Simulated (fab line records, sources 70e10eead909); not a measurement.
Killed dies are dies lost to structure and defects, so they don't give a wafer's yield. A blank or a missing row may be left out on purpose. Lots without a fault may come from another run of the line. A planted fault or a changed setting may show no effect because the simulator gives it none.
Problem report in the 8D (eight disciplines) form, filled by code | flow nand_harc | the parts of the form that need people (team, actions taken, sign-off) are left out

1. THE PROBLEM
thk_nm at NHARC_P_M1_THK_MEAS_24 reads a mean of 132.1 nm on 3 wafers of 3 lots; wafers without a fault read 157.9 nm with a standard deviation of 1.4. That is -18 standard deviations from the usual mean.
The step: measures by xrf.
First seen on wafer L567.2, day 9 11:18, on film_metro-02. The record holds 45 wafers of 15 lots with a number at this step. Rule for "out", or "out of limits": more than 4 standard deviations from the usual mean. The other wafers with a number count as sound.

2. WHAT IT IS AND WHAT IT IS NOT
question                    | is                           | is not
which readings at this step | thk_nm                       | -
which lots                  | L567, L570, L572             | L555, L556, L557, L558, L559, L563, L564, L565, L568, L571, L577, L578
which wafers of those lots  | L567.2, L570.4, L572.5       | L567.1, L567.4, L570.1, L570.5, L572.4, L572.6
read on which gauges        | film_metro-01, film_metro-02 | -
when                        | from day 9 11:18             | up to then (26 sound wafers); but 16 sound wafers of L568, L570, L571, L572, L577, L578 came after

3. SUSPECTS, AND WHAT RULES EACH OUT
Counting: a tool at a process step up to the reading stays a suspect if it ran every lot that is out. Sound lots after the first of them don't rule it out here, since some wafers of a struck lot are sound.
- the gauge at NHARC_P_M1_THK_MEAS_24: ruled out. The wafers that are out were read on 2 gauges (film_metro-01, film_metro-02).
- ecd_cu-01 at NHARC_P_M1_ECD_22 (material Cu, target thk 400 nm): kept. It ran every lot that is out, first L567 (day 9 10:16); its last sound lot up to then is L565 (day 8 15:43).
Left after counting: ecd_cu-01 at NHARC_P_M1_ECD_22.

4. THE CAUSE (what the simulator had put in)
Process parameter drift: ecd_cu-01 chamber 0, from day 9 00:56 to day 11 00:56, at NHARC_P_M1_ECD_22. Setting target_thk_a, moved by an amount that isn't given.
Counting left only this tool.

5. THE CHAIN OF EFFECTS, in route order
Each row: a reading whose mean over the struck wafers that have a number lies more than 3 standard deviations from the usual. Only readings for which the record gives a usual standard deviation are gone through. hours: the time from each lot's start at the first step in this table that gives one to its start at this step, as a median over the lots. sigmas: the change in usual standard deviations.
hours | step                   | reading            | usual    | on struck wafers | change | sigmas
0     | NHARC_P_M1_CMP_23      | time_to_endpoint_s | 29.2 s   | 10.5             | -18.7  | -8.9
0     | NHARC_P_M1_THK_MEAS_24 | thk_nm             | 157.9 nm | 132.1            | -25.8  | -18
The process steps in it:
- NHARC_P_M1_CMP_23: polishes, t overpolish 20 s, target thk 157.82 nm.

6. WHAT WOULD HAVE CAUGHT IT SOONER
In this record the first reading out of limits at a measuring or inspecting step was taken at day 9 11:18, 10 hours after the fault began at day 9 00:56.
Of the lots that are out (3), L570, L572 began NHARC_P_M1_ECD_22 on ecd_cu-01 after day 9 11:18. A hold on the tool at that time would have spared those 2.
